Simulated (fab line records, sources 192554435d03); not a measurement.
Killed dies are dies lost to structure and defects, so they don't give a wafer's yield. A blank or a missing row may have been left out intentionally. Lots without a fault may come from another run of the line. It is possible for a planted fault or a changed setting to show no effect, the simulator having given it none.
fab line records    flow n5_finfet
record lots=9  wafers=27  last_day=18
route steps=1938 shown MOL_CONTACT_COAG@547 BEOL_M4@1111 PASSIVATION@1936
lots that met no fault: taken from a fault-free run of the same line
start_h: the number of hours between the record's first day and the start of the first shown wafer of the lot    wait_h: hours elapsed since this lot's preceding step    " identical to the entry in the row above    L1.1+2: a single row standing in for several wafers    - no value present, or no start provided    * or withheld: withheld    < > ~ a bound
route shown NAME@n: NAME is a module with steps in the file, n the number in the route of the first one    usual: mean/standard deviation of fault-free wafers    same: alike in all rows    chamber/n: place in a boat    sites: readings site by site    _std_site: how widely they spread, as a standard deviation    _edge_site: the outer-site mean with the inner-site mean subtracted    radius_mm: for every site, how far away it sits from the centre of the wafer    mask NAME#n: copy n    behind: the last tool/chamber to shape the wafer    hold: cause of the lot's hold/its duration in hours/its outcome    device: whichever transistor did not switch (one of n, p or np)    end of line: tests run on the same wafers once the route is complete    where a step has no rows: the recipe by itself    killed: the dies lost at the first sort to structure and to defects; this is not the yield of the wafer    map: the dies of a wafer, with x for killed, . for not killed, _ for no die there
set.NAME: the setting the step ran with; set.NAME@STEP: the setting that earlier step ran with    model.NAME: the simulator's own value behind a step, which no gauge read
the route's steps for a sample of lots (tables are steps, rows are wafers)
services: from which hour (start_h, from the record's first day; less than 0 if before it) a tool's chamber was out of use, for how many hours, and why
## steps
# step N5_MOL_CONTACT_COAG_SPUTTER_143
# recipe material=Co  target_thk_a=25  temp_c=25  chamber_pressure_pa=0.2
# usual throttle_valve_pct=30.3/1
lot.wafer  tool            chamber  start_h  wait_h  throttle_valve_pct
L225.3     pvd_sputter-01  -        101.95   0.0     30.3
L225.4     "               -        "        "       31.6
L225.5     "               -        "        "       29.9
L227.3     pvd_sputter-01  -        110.35   0.0     30.1
L227.4     "               -        "        "       30.3
L227.6     "               -        "        "       31.7
L234.3     pvd_sputter-02  -        154.35   0.0     31.9
L234.5     "               -        "        "       31.5
L234.6     "               -        "        "       29.9
L236.1     pvd_sputter-02  -        164.75   0.0     31.7
L236.3     "               -        "        "       30.3
L236.5     "               -        "        "       29.8
L238.2     pvd_sputter-01  -        183.31   0.0     32.4
L238.5     "               -        "        "       30.1
L238.6     "               -        "        "       29.6
L241.1     pvd_sputter-01  -        196.86   0.0     30.2
L241.2     "               -        "        "       30.5
L241.3     "               -        "        "       31.7
L243.2     pvd_sputter-03  -        205.46   0.0     29.9
L243.5     "               -        "        "       31.3
L243.6     "               -        "        "       29.0
L245.1     pvd_sputter-02  -        223.29   0.0     31.6
L245.3     "               -        "        "       28.3
L245.4     "               -        "        "       29.7
L246.2     pvd_sputter-03  -        224.31   0.0     30.1
L246.4     "               -        "        "       28.9
L246.6     "               -        "        "       30.2
# step N5_MOL_CONTACT_COAG_ALD_123
# recipe material=SiNx  target_thk_a=50  temp_c=400  ald_precursor_family=SiH2I2  ald_co_reactant=N2/H2-plasma  pulse_time_s=1  purge_time_s=2  co_reactant_purge_time_s=2  ald_cycles=100  pressure_torr=2
# usual heater_power_w=834/91  precursor_pulse_height_rel=1.001/0.018
lot.wafer  tool        chamber  start_h  wait_h  heater_power_w  precursor_pulse_height_rel
L225.3     ald_sin-03  2        107.38   0.0     943             1.020
L225.4     "           1        "        "       706             1.013
L225.5     "           3        "        "       767             0.989
L227.3     ald_sin-01  2        116.54   0.0     910             1.011
L227.4     "           3        "        "       907             0.992
L227.6     "           0        "        "       948             1.025
L234.3     ald_sin-01  0        159.33   0.0     936             1.021
L234.5     "           3        "        "       894             1.014
L234.6     "           0        "        "       973             1.010
L236.1     ald_sin-01  1        171.52   0.0     731             1.028
L236.3     "           2        "        "       940             1.001
L236.5     "           2        "        "       937             1.006
L238.2     ald_sin-03  2        191.52   0.5     919             1.006
L238.5     "           0        "        "       826             0.999
L238.6     "           1        "        "       676             1.001
L241.1     ald_sin-03  1        204.35   0.0     680             0.968
L241.2     "           2        "        "       915             0.998
L241.3     "           3        "        "       771             1.014
L243.2     ald_sin-02  2        211.89   0.0     786             0.978
L243.5     "           1        "        "       846             0.984
L243.6     "           0        "        "       897             0.995
L245.1     ald_sin-01  2        228.52   0.6     914             0.980
L245.3     "           3        "        "       890             0.999
L245.4     "           1        "        "       724             1.016
L246.2     ald_sin-02  0        230.78   0.0     875             0.971
L246.4     "           2        "        "       767             1.005
L246.6     "           3        "        "       743             1.005
# step N5_MOL_CONTACT_COAG_CD_MEAS_84
# recipe target_cd_nm=25.1  landing_energy_ev=500  detector=se_inlens  polarity=opening
# usual cd_nm=25.11/0.23
lot.wafer  tool       chamber  start_h  wait_h  cd_nm
L225.3     cd_sem-03  0        108.35   -       25.56
L225.4     "          0        "        "       24.82
L225.5     "          0        "        "       25.12
L227.3     cd_sem-01  0        117.40   -       25.27
L227.4     "          0        "        "       25.06
L227.6     "          0        "        "       24.75
L234.3     cd_sem-02  0        160.30   -       25.20
L234.5     "          0        "        "       25.11
L234.6     "          0        "        "       24.94
L236.1     cd_sem-02  0        172.36   -       24.67
L236.3     "          0        "        "       25.10
L236.5     "          0        "        "       25.33
L238.2     cd_sem-01  0        192.43   -       25.29
L238.5     "          0        "        "       25.38
L238.6     "          0        "        "       25.27
L241.1     cd_sem-02  0        205.19   -       25.40
L241.2     "          0        "        "       25.49
L241.3     "          0        "        "       25.39
L243.2     cd_sem-01  0        212.87   -       25.33
L243.5     "          0        "        "       25.03
L243.6     "          0        "        "       25.20
L245.1     cd_sem-03  0        229.38   -       25.19
L245.3     "          0        "        "       25.18
L245.4     "          0        "        "       25.43
L246.2     cd_sem-01  0        231.75   -       25.27
L246.4     "          0        "        "       25.10
L246.6     "          0        "        "       25.25
# step N5_MOL_CONTACT_COAG_INSPECT_57
# recipe mode=adi  inspect_instrument=brightfield
# usual raw_defect_count=212/59
lot.wafer  tool               chamber  start_h  wait_h  raw_defect_count
L225.3     defect_inspect-01  -        108.43   0.0     267
L225.4     "                  -        "        "       215
L225.5     "                  -        "        "       249
L227.3     defect_inspect-02  -        117.49   0.0     197
L227.4     "                  -        "        "       170
L227.6     "                  -        "        "       281
L234.3     defect_inspect-01  -        160.38   0.0     794
L234.5     "                  -        "        "       790
L234.6     "                  -        "        "       840
L236.1     defect_inspect-02  -        172.45   0.1     860
L236.3     "                  -        "        "       814
L236.5     "                  -        "        "       770
L238.2     defect_inspect-01  -        192.51   0.0     140
L238.5     "                  -        "        "       197
L238.6     "                  -        "        "       146
L241.1     defect_inspect-01  -        205.28   0.1     161
L241.2     "                  -        "        "       188
L241.3     "                  -        "        "       175
L243.2     defect_inspect-02  -        212.96   0.0     350
L243.5     "                  -        "        "       328
L243.6     "                  -        "        "       433
L245.1     defect_inspect-01  -        229.46   0.1     109
L245.3     "                  -        "        "       141
L245.4     "                  -        "        "       172
L246.2     defect_inspect-01  -        231.84   0.0     232
L246.4     "                  -        "        "       238
L246.6     "                  -        "        "       252
# step N5_MOL_CONTACT_COAG_VIA_ETCH_46
# recipe chemistry=C4F6/O2  target_depth_a=460  overetch_a=92  mask_material=SOC  target=SiO2  bias_w=455  pressure_mtorr=10  time_s=40  source_w=325  Ar_flow_sccm=300  C4F6_flow_sccm=10  O2_flow_sccm=10  ion_energy_ev=575.3  ends=end_point
# usual chamber_pressure_mTorr=9.999/0.0093  drypump_motor_current_A=5.9/0.59  oes_product_au=0.68/0.043  rf_vpp_V=1600/28  showerhead_plenum_p_Torr=2.84/0.09  throttle_valve_pct=41.1/0.58
lot.wafer  tool         chamber  start_h  wait_h  chamber_pressure_mTorr  drypump_motor_current_A  oes_product_au  rf_hours_counter_h  rf_vpp_V  showerhead_plenum_p_Torr  throttle_valve_pct
L225.3     rie_diel-02  0        108.94   0.0     9.998                   5.7                      0.72            120                 1643      2.86                      41.0
L225.4     "            3        "        "       10.002                  5.7                      0.66            177                 1580      2.85                      41.7
L225.5     "            1        "        "       9.974                   6.7                      0.77            -                   1563      3.02                      40.5
L227.3     rie_diel-06  3        118.30   0.0     10.006                  5.0                      0.66            160                 1592      2.73                      40.0
L227.4     "            1        "        "       9.991                   5.5                      0.65            164                 1637      2.72                      41.7
L227.6     "            3        "        "       10.002                  5.0                      0.66            -                   1593      2.73                      40.0
L234.3     rie_diel-06  3        161.35   0.0     10.002                  5.0                      0.66            174                 1592      2.73                      40.0
L234.5     "            1        "        "       9.994                   5.5                      0.64            -                   1635      2.71                      41.7
L234.6     "            2        "        "       9.998                   4.9                      0.63            -                   1615      2.94                      41.8
L236.1     rie_diel-05  1        172.99   0.0     9.998                   6.7                      0.69            110                 1617      2.88                      40.7
L236.3     "            3        "        "       10.000                  5.4                      0.76            46                  1610      2.79                      41.3
L236.5     "            3        "        "       9.995                   5.5                      0.76            -                   1608      2.79                      41.3
L238.2     rie_diel-05  2        193.48   0.0     10.002                  6.2                      0.63            202                 1581      2.84                      41.9
L238.5     "            0        "        "       10.005                  6.4                      0.72            -                   1621      2.88                      41.1
L238.6     "            1        "        "       9.997                   6.7                      0.70            -                   1615      2.88                      40.7
L241.1     rie_diel-05  1        205.92   0.0     10.002                  6.7                      0.67            122                 1616      2.88                      40.7
L241.2     "            3        "        "       10.004                  5.5                      0.75            58                  1609      2.78                      41.3
L241.3     "            2        "        "       10.005                  6.3                      0.63            206                 1581      2.84                      41.9
L243.2     rie_diel-05  3        213.82   0.0     10.001                  5.4                      0.74            60                  1610      2.78                      41.3
L243.5     "            1        "        "       9.999                   6.7                      0.69            -                   1617      2.88                      40.7
L243.6     "            2        "        "       9.994                   6.3                      0.64            -                   1581      2.84                      41.9
L245.1     rie_diel-05  2        230.00   0.0     10.010                  6.2                      0.63            214                 1579      2.84                      41.9
L245.3     "            1        "        "       10.001                  6.7                      0.68            130                 1616      2.87                      40.7
L245.4     "            2        "        "       9.983                   6.3                      0.63            -                   1581      2.84                      41.9
L246.2     rie_diel-05  2        232.34   0.0     9.986                   6.3                      0.63            214                 1581      2.83                      41.9
L246.4     "            2        "        "       10.007                  6.2                      0.63            -                   1579      2.83                      41.9
L246.6     "            1        "        "       9.994                   6.7                      0.68            -                   1616      2.87                      40.7
# step N5_MOL_CONTACT_COAG_INSPECT_42
# recipe mode=adi  inspect_instrument=brightfield
# usual raw_defect_count=211/63
lot.wafer  tool               chamber  start_h  wait_h  raw_defect_count
L225.3     defect_inspect-02  -        109.68   0.0     243
L225.4     "                  -        "        "       196
L225.5     "                  -        "        "       224
L227.3     defect_inspect-02  -        119.04   0.0     195
L227.4     "                  -        "        "       176
L227.6     "                  -        "        "       283
L234.3     defect_inspect-01  -        162.09   0.0     801
L234.5     "                  -        "        "       779
L234.6     "                  -        "        "       816
L236.1     defect_inspect-01  -        173.73   0.1     887
L236.3     "                  -        "        "       829
L236.5     "                  -        "        "       787
L238.2     defect_inspect-01  -        194.35   0.0     120
L238.5     "                  -        "        "       204
L238.6     "                  -        "        "       133
L241.1     defect_inspect-01  -        206.79   0.1     146
L241.2     "                  -        "        "       182
L241.3     "                  -        "        "       177
L243.2     defect_inspect-01  -        214.60   0.1     388
L243.5     "                  -        "        "       346
L243.6     "                  -        "        "       468
L245.1     defect_inspect-02  -        230.74   0.1     98
L245.3     "                  -        "        "       129
L245.4     "                  -        "        "       156
L246.2     defect_inspect-02  -        233.21   0.0     218
L246.4     "                  -        "        "       225
L246.6     "                  -        "        "       233
# step N5_BEOL_M4_RC_MEAS_101
# usual DIBL_N=36.3/2  DIBL_P=36.3/2.4  IOFF_N=0.16/0.034  IOFF_P=0.21/0.035  ION_N=672/12  ION_P=459/6.5  SS_N=71.6/0.67  SS_P=73.3/0.71  VT_N=250/3.5  VT_P=-251/3
lot.wafer  tool       chamber  start_h  wait_h  DIBL_N[mV/V]  DIBL_P[mV/V]  IOFF_N[nA/um]  IOFF_P[nA/um]  ION_N[uA/um]  ION_P[uA/um]  SS_N[mV/dec]  SS_P[mV/dec]  VT_N[mV]  VT_P[mV]
L225.3     prober-01  0        171.06   0.3     35.5          35.7          0.15           0.20           662           458           71.6          73.3          250       -251
L225.4     "          0        "        "       35.7          35.9          0.15           0.21           661           459           71.4          72.8          254       -251
L225.5     "          0        "        "       34.9          34.7          0.13           0.19           655           450           71.9          72.6          251       -251
L227.3     prober-02  0        184.97   0.3     35.0          34.4          0.14           0.18           666           453           71.1          73.2          249       -254
L227.4     "          0        "        "       33.2          31.5          0.10           0.13           647           440           70.8          72.8          256       -256
L227.6     "          0        "        "       33.3          32.3          0.11           0.15           650           452           70.9          72.7          256       -253
L236.1     prober-02  0        260.12   0.0     37.1          36.1          0.15           0.19           667           455           71.9          72.6          250       -252
L236.3     "          0        "        "       38.7          37.1          0.16           0.20           661           450           72.4          73.5          250       -251
L236.5     "          0        "        "       39.6          38.6          0.18           0.23           677           460           71.6          73.8          249       -248
L234.3     prober-02  0        261.43   0.3     38.4          39.9          0.19           0.26           689           467           71.9          74.1          247       -250
L234.5     "          0        "        "       37.1          37.6          0.17           0.24           673           465           71.4          73.6          251       -246
L234.6     "          0        "        "       35.5          36.4          0.14           0.20           669           459           70.8          73.8          251       -249
L238.2     prober-01  0        288.35   0.2     40.2          39.4          0.22           0.27           683           469           72.0          74.3          245       -246
L238.5     "          0        "        "       37.9          37.2          0.17           0.22           667           463           71.9          74.1          249       -249
L238.6     "          0        "        "       37.9          36.3          0.16           0.21           667           457           71.3          74.1          251       -251
L241.1     prober-02  0        293.28   0.0     39.6          39.7          0.21           0.25           684           467           72.5          73.8          244       -249
L241.2     "          0        "        "       39.0          39.1          0.19           0.24           676           463           72.7          73.7          249       -249
L241.3     "          0        "        "       37.7          38.0          0.17           0.22           674           470           72.5          73.3          251       -251
L243.2     prober-02  0        308.36   0.2     36.9          37.5          0.17           0.21           678           459           71.0          73.6          248       -251
L243.5     "          0        "        "       34.1          33.3          0.12           0.14           659           448           70.7          72.5          255       -256
L243.6     "          0        "        "       39.1          39.4          0.21           0.23           682           458           72.3          73.4          246       -251
L246.2     prober-02  0        313.77   0.2     36.8          36.2          0.16           0.20           676           458           71.6          74.0          251       -249
L246.4     "          0        "        "       33.8          32.4          0.12           0.15           666           460           70.9          72.0          255       -256
L246.6     "          0        "        "       34.3          33.0          0.13           0.16           672           459           70.7          72.4          253       -252
L245.1     prober-01  0        317.86   0.0     37.9          38.8          0.20           0.25           699           473           72.3          74.4          245       -248
L245.3     "          0        "        "       37.1          37.0          0.18           0.22           679           463           71.9          73.8          246       -249
L245.4     "          0        "        "       40.2          40.1          0.24           0.28           693           469           72.8          74.6          243       -250
# step N5_PASSIVATION_PROBE_49
# usual defect_limited_yield=91.4/1.5  killed_at_M0_to_M3=33/11  killed_at_M4_up=14/5.3  killed_at_contacts=13/6.2  killed_at_front_end=39/13  killed_at_other=3.1/2.8  killed_dies=102/17  killed_on_rim=13/3.8  killed_open=68/13  killed_short=32/7.8  sort_bin_5_function=5.1/0.95  sort_bin_6_memory=3.2/0.7  sort_bin_8_speed=0.02/0.16  sort_n_pass=1078/18  sort_yield_pct=91.3/1.5
# same gross_dies=1180  killed_at_back_side=0  sort_bin_4_leakage[%]=0
lot.wafer  tool       chamber  start_h  wait_h  defect_limited_yield[%]  killed_at_M0_to_M3  killed_at_M4_up  killed_at_contacts  killed_at_front_end  killed_at_other  killed_dies  killed_on_rim  killed_open  killed_short  sort_bin_5_function[%]  sort_bin_6_memory[%]  sort_bin_8_speed[%]  sort_n_pass  sort_yield_pct[%]
L236.1     prober-01  -        371.70   0.0     86.4                     17                  19               93                  26                   6                161          26             48           23            8.4                     3.3                   0                    1019         86.4
L236.3     prober-01  -        371.80   0.1     83.4                     30                  21               103                 41                   1                196          30             62           34            10.3                    4.2                   0                    984          83.4
L236.5     prober-01  -        371.90   0.2     84.0                     36                  13               101                 31                   8                189          33             54           38            9.6                     3.4                   0                    991          84.0
L234.3     prober-02  -        372.97   0.1     82.4                     23                  11               126                 35                   13               208          28             68           33            10.6                    4.5                   0                    972          82.4
L234.5     prober-02  -        373.07   0.2     84.3                     29                  28               88                  32                   8                185          33             76           32            9.5                     4.0                   0                    995          84.3
L234.6     prober-02  -        373.12   0.3     83.9                     33                  13               120                 21                   3                190          27             64           19            10.6                    3.1                   0                    990          83.9
L243.2     prober-02  -        422.91   0.1     90.2                     56                  6                6                   45                   3                116          16             65           41            4.8                     3.9                   0                    1064         90.2
L243.5     prober-02  -        423.06   0.2     89.6                     34                  13               18                  56                   2                123          14             84           36            6.8                     3.1                   0                    1057         89.6
L243.6     prober-02  -        423.11   0.3     89.0                     46                  13               14                  55                   2                130          21             76           52            6.4                     3.9                   0                    1050         89.0
# killed by level:class
L236.1 MOL_CONTACT_COAG:unspecified=87 BEOL_M4:geometric_particle:open=14 FIN_SAQP:geometric_particle:open=8 FIN_SAQP:geometric_particle:short=5 BEOL_M1:geometric_particle:short=5 MOL_CONTACT_COAG:geometric_particle:open=4 BEOL_M0:geometric_particle:open=3 BEOL_M1:geometric_particle:open=3
L236.3 MOL_CONTACT_COAG:unspecified=98 FIN_SAQP:geometric_particle:open=13 BEOL_M4:geometric_particle:open=13 FIN_SAQP:geometric_particle:short=11 BEOL_M2:geometric_particle:open=6 BEOL_M0_SAQP:geometric_particle:short=5 BEOL_M3:geometric_particle:open=5 BEOL_M1:geometric_particle:open=4
L236.5 MOL_CONTACT_COAG:unspecified=97 BEOL_M1:geometric_particle:open=11 BEOL_M4:geometric_particle:open=9 BEOL_M0_SAQP:geometric_particle:open=7 GATE_CUT:geometric_particle:short=5 BEOL_M0_SAQP:geometric_particle:short=5 FIN_SAQP:geometric_particle:open=4 FIN_SAQP:geometric_particle:short=4
L234.3 MOL_CONTACT_COAG:unspecified=106 MOL_CONTACT_COAG:geometric_particle:open=15 FIN_SAQP:geometric_particle:open=9 FIN_SAQP:geometric_particle:short=6 BEOL_M3:geometric_particle:open=6 STI_FIN_REVEAL:geometric_particle:open=5 BEOL_M0_SAQP:geometric_particle:open=5 BEOL_M4:geometric_particle:open=5
L234.5 MOL_CONTACT_COAG:unspecified=77 BEOL_M4:geometric_particle:open=14 STI_FIN_REVEAL:geometric_particle:open=10 MOL_CONTACT_COAG:geometric_particle:open=8 BEOL_M2:geometric_particle:open=7 BEOL_M0_SAQP:geometric_particle:short=5 BEOL_M3:geometric_particle:open=5 BEOL_M0_SAQP:geometric_particle:open=4
L234.6 MOL_CONTACT_COAG:unspecified=107 BEOL_M3:geometric_particle:open=16 MOL_CONTACT_COAG:geometric_particle:open=11 BEOL_M4:geometric_particle:open=7 BEOL_M0_SAQP:geometric_particle:short=5 BEOL_M2:geometric_particle:open=5 DUMMY_GATE:geometric_particle:open=4 STI_FIN_REVEAL:geometric_particle:open=3
L243.2 BEOL_M0_SAQP:geometric_particle:short=11 BEOL_M0_SAQP:geometric_particle:open=10 BEOL_M3:geometric_particle:open=10 STI_FIN_REVEAL:geometric_particle:open=9 FIN_SAQP:geometric_particle:open=8 BEOL_M2:geometric_particle:open=8 HKMG_FIN:area_etch=8 FIN_SAQP:geometric_particle:short=7
L243.5 MOL_CONTACT_COAG:geometric_particle:open=15 FIN_SAQP:geometric_particle:open=12 STI_FIN_REVEAL:geometric_particle:open=12 BEOL_M0_SAQP:geometric_particle:open=9 BEOL_M0_SAQP:geometric_particle:short=9 FIN_SAQP:geometric_particle:short=6 DUMMY_GATE:geometric_particle:open=6 BEOL_M2:geometric_particle:open=5
L243.6 FIN_SAQP:geometric_particle:open=12 FIN_SAQP:geometric_particle:short=9 BEOL_M2:geometric_particle:open=9 STARTING-WAFER:geometric_particle:short=9 MOL_CONTACT_COAG:geometric_particle:open=8 BEOL_M0_SAQP:geometric_particle:open=8 BEOL_M0_SAQP:geometric_particle:short=7 BEOL_M1:geometric_particle:open=7
## services
tool            chamber  start_h  hours  kind
ald_sin-01      3        80.97    3.1    repair
pvd_sputter-02  -        88.77    4.4    repair
rie_diel-02     1        96.54    4.5    repair
rie_diel-05     3        102.56   2.6    repair
ald_sin-02      0        110.53   4.8    repair
pvd_sputter-02  -        115.86   8.0    repair
rie_diel-06     2        122.85   3.9    repair
ald_sin-01      3        124.68   14.4   repair
ald_sin-01      2        130.05   33.2   repair
rie_diel-06     0        138.95   18.3   repair
ald_sin-02      0        141.93   1.6    repair
rie_diel-05     -        146.10   14.6   pm
rie_diel-05     0        161.45   14.5   repair
rie_diel-05     2        176.47   4.3    repair
ald_sin-03      -        177.52   14.0   pm
ald_sin-03      0        177.52   14.0   vent_cycle
ald_sin-03      1        177.52   14.0   vent_cycle
ald_sin-02      -        183.50   0.2    repair
ald_sin-01      0        197.52   1.3    repair
pvd_sputter-02  -        197.53   7.5    repair
rie_diel-02     -        212.23   1.0    repair
ald_sin-01      2        213.45   1.4    repair
rie_diel-06     -        227.77   0.4    repair
rie_diel-05     3        229.94   6.9    repair
## key
first_sign step=N5_MOL_CONTACT_COAG_INSPECT_57  reading=raw_defect_count  direction=up  sigmas=10  usual=212  struck=811
effect step=N5_MOL_CONTACT_COAG_INSPECT_42  reading=raw_defect_count  direction=up  sigmas=9.6  usual=211  struck=816
effect step=N5_PASSIVATION_PROBE_49  reading=killed_at_contacts  direction=up  sigmas=15  usual=13  struck=105
more_kills_born_at N5_MOL_CONTACT_COAG_ALD_123@ald_sin-01=572
met_at N5_MOL_CONTACT_COAG_ALD_123
struck_lots L234,L236
not_acting_at N5_MOL_CONTACT_COAG_SPUTTER_143,N5_MOL_CONTACT_COAG_CD_MEAS_84,N5_MOL_CONTACT_COAG_VIA_ETCH_46
onset_between 116.54 159.33
fault kind=chamber_particle_source  tool=ald_sin-01  chamber=-  onset_h=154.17  steps=N5_MOL_CONTACT_COAG_ALD_123  rate_per_visit_cm2=0.94379  end_h=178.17
